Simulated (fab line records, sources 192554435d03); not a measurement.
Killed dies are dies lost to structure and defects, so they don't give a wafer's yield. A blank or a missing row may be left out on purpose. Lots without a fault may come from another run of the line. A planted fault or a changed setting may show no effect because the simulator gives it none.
Which tool did it? | flow n5_finfet | 24 lots, 72 wafers sampled, at 6 steps of a route of 1938

WHAT THE GAUGES READ, wafer by wafer
N5_BEOL_M1_OVL_MEAS_29. Usual: V0_OVL 0.5 nm, standard deviation 0.73.
lot  | measured     | on         | V0_OVL (nm)    | flag
L074 | day 6 05:19  | overlay-01 | 0.8 1.0 1.7    |
L075 | day 6 10:44  | overlay-01 | 0.3 0.0 -0.1   |
L076 | day 6 14:33  | overlay-02 | 0.8 1.3 1.4    |
L077 | day 7 04:35  | overlay-01 | 0.4 1.0 1.1    |
L078 | day 7 08:35  | overlay-01 | 1.3 0.5 1.1    |
L079 | day 7 13:12  | overlay-01 | 0.1 0.2 -0.2   |
L080 | day 7 18:42  | overlay-01 | 2.1 0.6 1.0    |
L081 | day 8 00:34  | overlay-01 | 1.2 0.6 1.7    |
L082 | day 8 01:10  | overlay-01 | 0.8 1.3 -0.1   |
L083 | day 8 16:04  | overlay-01 | 1.2 0.7 0.2    |
L084 | day 8 16:17  | overlay-02 | -1.4 -0.4 -1.0 |
L085 | day 8 22:55  | overlay-02 | 0.9 -0.5 0.1   |
L086 | day 9 09:42  | overlay-02 | 1.2 0.2 1.1    |
L087 | day 9 09:47  | overlay-02 | 0.4 -0.1 -0.2  |
L088 | day 9 16:25  | overlay-02 | 1.3 1.5 2.0    |
L090 | day 10 07:54 | overlay-01 | 2.0 1.2 1.4    |
L091 | day 10 12:19 | overlay-02 | 0.4 0.6 0.1    |
L089 | day 10 12:43 | overlay-01 | 1.6 -0.6 0.7   |
L092 | day 10 18:52 | overlay-02 | -0.6 0.9 0.7   |
L093 | day 10 22:40 | overlay-01 | -0.8 -1.2 0.4  |
L094 | day 11 05:24 | overlay-01 | 0.7 1.0 0.9    |
L095 | day 11 13:40 | overlay-02 | 0.7 0.7 0.9    |
L096 | day 11 23:13 | overlay-01 | -0.1 -0.6 0.4  |
L097 | day 11 23:32 | overlay-02 | 0.5 0.6 -0.7   |

N5_BEOL_M2_CD_MEAS_11: target cd 16.79 nm. Usual: cd_nm 16.78 nm, standard deviation 0.23.
lot  | measured     | on        | cd_nm (nm)        | flag
L074 | day 6 12:58  | cd_sem-02 | 16.84 16.95 16.72 |
L075 | day 6 16:34  | cd_sem-03 | 16.74 17.12 17.20 |
L076 | day 7 04:20  | cd_sem-03 | 16.85 17.02 17.03 |
L077 | day 7 20:11  | cd_sem-01 | 16.74 16.88 16.54 |
L078 | day 7 21:10  | cd_sem-02 | 16.58 16.71 16.32 |
L079 | day 7 22:25  | cd_sem-03 | 16.48 16.70 16.51 |
L080 | day 8 02:08  | cd_sem-01 | 16.96 16.68 16.73 |
L081 | day 8 09:20  | cd_sem-02 | 16.87 16.52 17.19 |
L082 | day 8 15:06  | cd_sem-01 | 17.31 17.27 17.12 |
L083 | day 8 23:43  | cd_sem-01 | 16.58 16.47 16.73 |
L084 | day 8 23:23  | cd_sem-02 | 16.60 16.98 16.59 |
L085 | day 9 12:21  | cd_sem-02 | 16.52 16.70 16.56 |
L086 | day 9 16:36  | cd_sem-01 | 16.92 16.31 16.88 |
L087 | day 9 20:56  | cd_sem-01 | 16.51 16.80 17.17 |
L088 | day 10 05:10 | cd_sem-03 | 17.16 16.85 16.92 |
L090 | day 10 18:03 | cd_sem-03 | 16.83 16.66 16.70 |
L091 | day 11 00:25 | cd_sem-03 | 16.98 16.58 17.13 |
L089 | day 11 00:31 | cd_sem-02 | 16.39 16.58 16.35 |
L092 | day 11 04:03 | cd_sem-02 | 16.69 16.62 16.59 |
L093 | day 11 07:50 | cd_sem-02 | 17.15 16.93 17.06 |
L094 | day 11 18:23 | cd_sem-01 | 16.97 17.04 16.80 |
L095 | day 12 03:41 | cd_sem-01 | 16.85 16.84 16.99 |
L096 | day 12 07:29 | cd_sem-03 | 16.65 16.64 16.94 |
L097 | day 12 13:34 | cd_sem-03 | 16.67 16.39 16.54 |

WHICH TOOL RAN EACH LOT (tool, then ch and the chambers of the sampled wafers, then the start)
lot  | N5_BEOL_M0_CO_CAP_123            | N5_BEOL_M0_DEP_125              | N5_BEOL_M1_ANNEAL_91         | N5_BEOL_M1_CO_CAP_55
L074 | cvd_co-01 ch 0,2, day 6 01:23    | pecvd-01 ch 1,2, day 6 01:32    | pvd_sputter-02, day 6 10:23  | cvd_co-02 ch 0,2, day 6 12:02
L075 | cvd_co-01 ch 0,2, day 6 08:52    | pecvd-03 ch 0,1,2, day 6 09:02  | pvd_sputter-03, day 6 14:17  | cvd_co-02 ch 0,1,2, day 6 15:44
L076 | cvd_co-02 ch 0,1, day 6 12:50    | pecvd-03 ch 1,2, day 6 12:58    | pvd_sputter-01, day 7 01:17  | cvd_co-02 ch 1,2, day 7 02:44
L077 | cvd_co-01 ch 0,1,2, day 6 21:25  | pecvd-01 ch 0,1,2, day 6 21:31  | pvd_sputter-02, day 7 12:50  | cvd_co-01 ch 0,1,2, day 7 16:55
L078 | cvd_co-01 ch 1,2, day 7 02:57    | pecvd-03 ch 0,1,2, day 7 03:05  | pvd_sputter-02, day 7 17:32  | cvd_co-02 ch 0,1,2, day 7 20:05
L079 | cvd_co-01 ch 1,2, day 7 10:29    | pecvd-01 ch 0, day 7 10:37      | pvd_sputter-02, day 7 19:35  | cvd_co-01 ch 0,1,2, day 7 21:17
L080 | cvd_co-01 ch 0,1,2, day 7 14:58  | pecvd-03 ch 0,1,2, day 7 15:05  | pvd_sputter-02, day 7 21:52  | cvd_co-01 ch 0,1,2, day 7 23:35
L081 | cvd_co-01 ch 0,1, day 7 22:23    | pecvd-04 ch 0,1,2, day 7 22:30  | pvd_sputter-01, day 8 06:44  | cvd_co-02 ch 0,1,2, day 8 08:11
L082 | cvd_co-02 ch 1,2, day 7 23:25    | pecvd-04 ch 0,1,2, day 7 23:32  | pvd_sputter-02, day 8 10:35  | cvd_co-01 ch 0,1,2, day 8 12:04
L083 | cvd_co-01 ch 0,1,2, day 8 12:30  | pecvd-04 ch 0,2, day 8 12:37    | pvd_sputter-03, day 8 20:37  | cvd_co-02 ch 1,2, day 8 22:05
L084 | cvd_co-02 ch 1,2, day 8 12:36    | pecvd-03 ch 0,1,2, day 8 12:43  | pvd_sputter-02, day 8 20:23  | cvd_co-02 ch 0,1, day 8 21:49
L085 | cvd_co-01 ch 0,1,2, day 8 20:09  | pecvd-03 ch 0,1,2, day 8 20:16  | pvd_sputter-02, day 9 07:20  | cvd_co-02 ch 0,1,2, day 9 08:46
L086 | cvd_co-02 ch 0,1,2, day 9 06:23  | pecvd-04 ch 0,1,2, day 9 06:30  | pvd_sputter-01, day 9 14:13  | cvd_co-01 ch 0,1,2, day 9 15:44
L087 | cvd_co-01 ch 0,1,2, day 9 06:27  | pecvd-03 ch 0,2, day 9 06:34    | pvd_sputter-02, day 9 17:33  | cvd_co-01 ch 0,1, day 9 19:01
L088 | cvd_co-02 ch 0,2, day 9 12:48    | pecvd-01 ch 0,1, day 9 12:55    | pvd_sputter-03, day 9 23:07  | cvd_co-01 ch 1,2, day 10 00:33
L090 | cvd_co-01 ch 0,1, day 10 06:02   | pecvd-01 ch 0,1,2, day 10 06:10 | pvd_sputter-02, day 10 15:31 | cvd_co-01 ch 0,1,2, day 10 16:57
L091 | cvd_co-02 ch 0,2, day 10 07:50   | pecvd-04 ch 0,1, day 10 07:58   | pvd_sputter-03, day 10 20:16 | cvd_co-01 ch 0,1,2, day 10 21:48
L089 | cvd_co-02 ch 0,1, day 10 08:10   | pecvd-04 ch 0,1,2, day 10 08:17 | pvd_sputter-02, day 10 20:23 | cvd_co-01 ch 0,1,2, day 10 21:55
L092 | cvd_co-01 ch 0,2, day 10 14:31   | pecvd-04 ch 0,1,2, day 10 14:38 | pvd_sputter-02, day 10 23:53 | cvd_co-01 ch 1,2, day 11 01:20
L093 | cvd_co-01 ch 0,1,2, day 10 19:46 | pecvd-04 ch 0,1,2, day 10 19:52 | pvd_sputter-02, day 11 02:53 | cvd_co-01 ch 1,2, day 11 04:20
L094 | cvd_co-01 ch 0,1,2, day 11 01:59 | pecvd-04 ch 1,2, day 11 02:05   | pvd_sputter-03, day 11 15:04 | cvd_co-02 ch 0,1, day 11 16:43
L095 | cvd_co-01 ch 0,2, day 11 08:28   | pecvd-03 ch 0,1,2, day 11 08:35 | pvd_sputter-03, day 12 00:05 | cvd_co-01 ch 0,1, day 12 01:31
L096 | cvd_co-02 ch 0,1,2, day 11 19:29 | pecvd-04 ch 0,1,2, day 11 19:36 | pvd_sputter-01, day 12 03:14 | cvd_co-02 ch 0,1,2, day 12 04:47
L097 | cvd_co-01 ch 1,2, day 11 21:05   | pecvd-04 ch 0,1,2, day 11 21:13 | pvd_sputter-03, day 12 10:43 | cvd_co-02 ch 1,2, day 12 12:10
- N5_BEOL_M0_CO_CAP_123: material Co, precursor CCTBA/H2, target thk 2 nm, time 102.1 s.
- N5_BEOL_M0_DEP_125: deposits SiCN from 3MS/NH3, target thk 8 nm, time 14 s.
- N5_BEOL_M1_ANNEAL_91: time 240 s.
- N5_BEOL_M1_CO_CAP_55: material Co, precursor CCTBA/H2, target thk 2 nm, time 102.1 s.

WHAT THE TOOLS THEMSELVES READ (means of the sampled wafers that have a number; where no wafer has one, the mark that the record gives instead)
N5_BEOL_M0_CO_CAP_123. Usual: heater_power_w 241 W, standard deviation 17.
lot  | tool      | heater_power_w (W) | flag
L074 | cvd_co-01 | 247                |
L075 | cvd_co-01 | 246                |
L076 | cvd_co-02 | 247                |
L077 | cvd_co-01 | 236                |
L078 | cvd_co-01 | 252                |
L079 | cvd_co-01 | 251                |
L080 | cvd_co-01 | 238                |
L081 | cvd_co-01 | 227                |
L082 | cvd_co-02 | 250                |
L083 | cvd_co-01 | 238                |
L084 | cvd_co-02 | 241                |
L085 | cvd_co-01 | 236                |
L086 | cvd_co-02 | 245                |
L087 | cvd_co-01 | 239                |
L088 | cvd_co-02 | 236                |
L090 | cvd_co-01 | 225                |
L091 | cvd_co-02 | 239                |
L089 | cvd_co-02 | 248                |
L092 | cvd_co-01 | 249                |
L093 | cvd_co-01 | 240                |
L094 | cvd_co-01 | 240                |
L095 | cvd_co-01 | 247                |
L096 | cvd_co-02 | 244                |
L097 | cvd_co-01 | 244                |

N5_BEOL_M0_DEP_125. Usual: showerhead_plenum_p_Torr 3.669 Torr, standard deviation 0.01; throttle_valve_pct 8.9 %, standard deviation 0.6.
lot  | tool     | showerhead_plenum_p_Torr (Torr) | throttle_valve_pct (%) | flag
L074 | pecvd-01 | 3.654                           | 8.8                    |
L075 | pecvd-03 | 3.674                           | 8.5                    |
L076 | pecvd-03 | 3.677                           | 8.8                    |
L077 | pecvd-01 | 3.665                           | 9.4                    |
L078 | pecvd-03 | 3.677                           | 8.5                    |
L079 | pecvd-01 | 3.661                           | 10.0                   |
L080 | pecvd-03 | 3.673                           | 8.6                    |
L081 | pecvd-04 | 3.668                           | 8.8                    |
L082 | pecvd-04 | 3.669                           | 9.1                    |
L083 | pecvd-04 | 3.672                           | 9.5                    |
L084 | pecvd-03 | 3.671                           | 8.6                    |
L085 | pecvd-03 | 3.676                           | 8.5                    |
L086 | pecvd-04 | 3.669                           | 9.1                    |
L087 | pecvd-03 | 3.672                           | 8.3                    |
L088 | pecvd-01 | 3.652                           | 9.2                    |
L090 | pecvd-01 | 3.658                           | 9.3                    |
L091 | pecvd-04 | 3.666                           | 9.5                    |
L089 | pecvd-04 | 3.674                           | 8.9                    |
L092 | pecvd-04 | 3.668                           | 9.0                    |
L093 | pecvd-04 | 3.672                           | 9.1                    |
L094 | pecvd-04 | 3.669                           | 8.5                    |
L095 | pecvd-03 | 3.677                           | 8.6                    |
L096 | pecvd-04 | 3.671                           | 8.9                    |
L097 | pecvd-04 | 3.667                           | 9.1                    |

N5_BEOL_M1_ANNEAL_91. Usual: heater_power_w 842 W, standard deviation 94.
lot  | tool           | heater_power_w (W) | flag
L074 | pvd_sputter-02 | 788                |
L075 | pvd_sputter-03 | 843                |
L076 | pvd_sputter-01 | 803                |
L077 | pvd_sputter-02 | 865                |
L078 | pvd_sputter-02 | 850                |
L079 | pvd_sputter-02 | 784                |
L080 | pvd_sputter-02 | 915                |
L081 | pvd_sputter-01 | 812                |
L082 | pvd_sputter-02 | 863                |
L083 | pvd_sputter-03 | 866                |
L084 | pvd_sputter-02 | 900                |
L085 | pvd_sputter-02 | 814                |
L086 | pvd_sputter-01 | 840                |
L087 | pvd_sputter-02 | 859                |
L088 | pvd_sputter-03 | 893                |
L090 | pvd_sputter-02 | 739                |
L091 | pvd_sputter-03 | 816                |
L089 | pvd_sputter-02 | 827                |
L092 | pvd_sputter-02 | 871                |
L093 | pvd_sputter-02 | 852                |
L094 | pvd_sputter-03 | 874                |
L095 | pvd_sputter-03 | 827                |
L096 | pvd_sputter-01 | 885                |
L097 | pvd_sputter-03 | 847                |

N5_BEOL_M1_CO_CAP_55. Usual: heater_power_w 241 W, standard deviation 16.
lot  | tool      | heater_power_w (W) | flag
L074 | cvd_co-02 | 237                |
L075 | cvd_co-02 | 243                |
L076 | cvd_co-02 | 240                |
L077 | cvd_co-01 | 242                |
L078 | cvd_co-02 | 244                |
L079 | cvd_co-01 | 239                |
L080 | cvd_co-01 | 237                |
L081 | cvd_co-02 | 247                |
L082 | cvd_co-01 | 239                |
L083 | cvd_co-02 | 240                |
L084 | cvd_co-02 | 244                |
L085 | cvd_co-02 | 243                |
L086 | cvd_co-01 | 240                |
L087 | cvd_co-01 | 224                |
L088 | cvd_co-01 | 254                |
L090 | cvd_co-01 | 241                |
L091 | cvd_co-01 | 239                |
L089 | cvd_co-01 | 238                |
L092 | cvd_co-01 | 246                |
L093 | cvd_co-01 | 255                |
L094 | cvd_co-02 | 252                |
L095 | cvd_co-01 | 220                |
L096 | cvd_co-02 | 246                |
L097 | cvd_co-02 | 246                |

THE ANSWER, worked out from the rows above alone
Rule: a lot is off if the mean of its wafers that have a number lies more than 3 standard deviations from the usual mean. A lot without any number at a reading at which 4 lots or more have one is off too. The other lots that the step has rows for count as sound. The gauges are gone through in route order, then the tools' own readings, and for those a lot's mean is taken as printed above. The first step at which some lot is off is used, and at that step the reading that is off furthest; a lot without a number counts as furthest.
No lot is off at any reading shown: from this, nothing can be told.

WHAT THE SIMULATOR HAD PUT IN
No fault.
